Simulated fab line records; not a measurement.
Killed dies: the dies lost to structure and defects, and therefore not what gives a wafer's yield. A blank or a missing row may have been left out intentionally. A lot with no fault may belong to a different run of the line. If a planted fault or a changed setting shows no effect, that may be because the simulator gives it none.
Chamber matching    flow n5Finfet    N5_BEOL_M8_CMP_52 on cmp-03 has 4 sister chambers
The step polishes, stops on SiCOH lowk, t overpolish 6.9 s, target thk 80 nm. 22 wafers are shown with their chamber, then 11 later ones without.

EACH WAFER AND ITS CHAMBER
wafer   chamber  motorCurrentA (A)  timeToEndpointS (s)  barrierFieldEndpointS (s)
L074.4  0        7.1                61                   28.3
L074.5  3        5.0                59                   28.1
L074.6  2        6.9                55                   27.5
L078.3  3        5.0                59                   28.4
L078.4  2        7.0                59                   28.6
L078.5  1        6.5                64                   29.5
L080.1  1        6.2                64                   29.2
L080.3  2        7.3                61                   29.2
L080.4  0        7.0                64                   29.8
L079.1  0        7.0                66                   30.0
L079.4  3        4.7                64                   30.1
L079.6  3        4.9                64                   29.6
L084.2  3        4.9                58                   28.2
L084.4  1        6.1                59                   28.7
L084.5  2        6.9                54                   28.0
L082.1  3        5.2                67                   30.1
L082.4  2        7.1                59                   28.4
L082.6  0        6.6                65                   30.4
L093.1  0        7.0                67                   29.8
L093.3  3        4.9                64                   29.5
L093.5  0        7.1                68                   29.8
L094.1  0        7.2                68                   29.7

SIGNATURES (means of the wafers above)
reading                chamber 0  chamber 1  chamber 2  chamber 3  scatter within a chamber
motorCurrentA          7.000      6.267      7.040      4.943      0.176
timeToEndpointS        65.57      62.33      57.60      62.14      2.99
barrierFieldEndpointS  29.686     29.133     28.340     29.143     0.716
Rule: for a wafer and a chamber, the distance is found by dividing, reading by reading, the gap between the wafer's reading and the chamber's mean by the reading's scatter, squaring, summing and taking the root. The wafer belongs to the nearest chamber; if the next one is less than 2 further off, it can't be placed. The scatter: take each reading less its chamber's mean, square it, sum over the shown wafers, divide by the number of wafers less the number of chambers, and take the root.

WAFERS WHOSE CHAMBER IS MISSING
wafer   motorCurrentA (A)  timeToEndpointS (s)  barrierFieldEndpointS (s)
L094.2  5.9                65                   29.2
L094.5  6.0                64                   29.6
L092.1  7.0                67                   29.3
L092.3  6.5                67                   29.2
L092.6  4.8                62                   29.5
L095.3  6.8                67                   28.6
L095.5  5.2                65                   28.7
L095.6  7.3                60                   27.9
L097.2  6.7                67                   30.1
L097.3  5.0                64                   28.6
L097.4  6.5                64                   29.2

CHAMBER TAKEN BY EACH
wafer   from the rows above           in truth
L094.2  1                             1
L094.5  1                             1
L092.1  0                             0
L092.3  can't be placed: 1 or 0       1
L092.6  3                             3
L095.3  can't be placed: 0 or 2 or 1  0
L095.5  3                             3
L095.6  can't be placed: 2 or 0       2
L097.2  can't be placed: 0 or 1       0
L097.3  3                             3
L097.4  can't be placed: 1 or 0       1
6 of 11 placed correctly. Can't be placed from these rows: 5 (the true chamber is among the candidates in 5). Wrongly placed: 0.
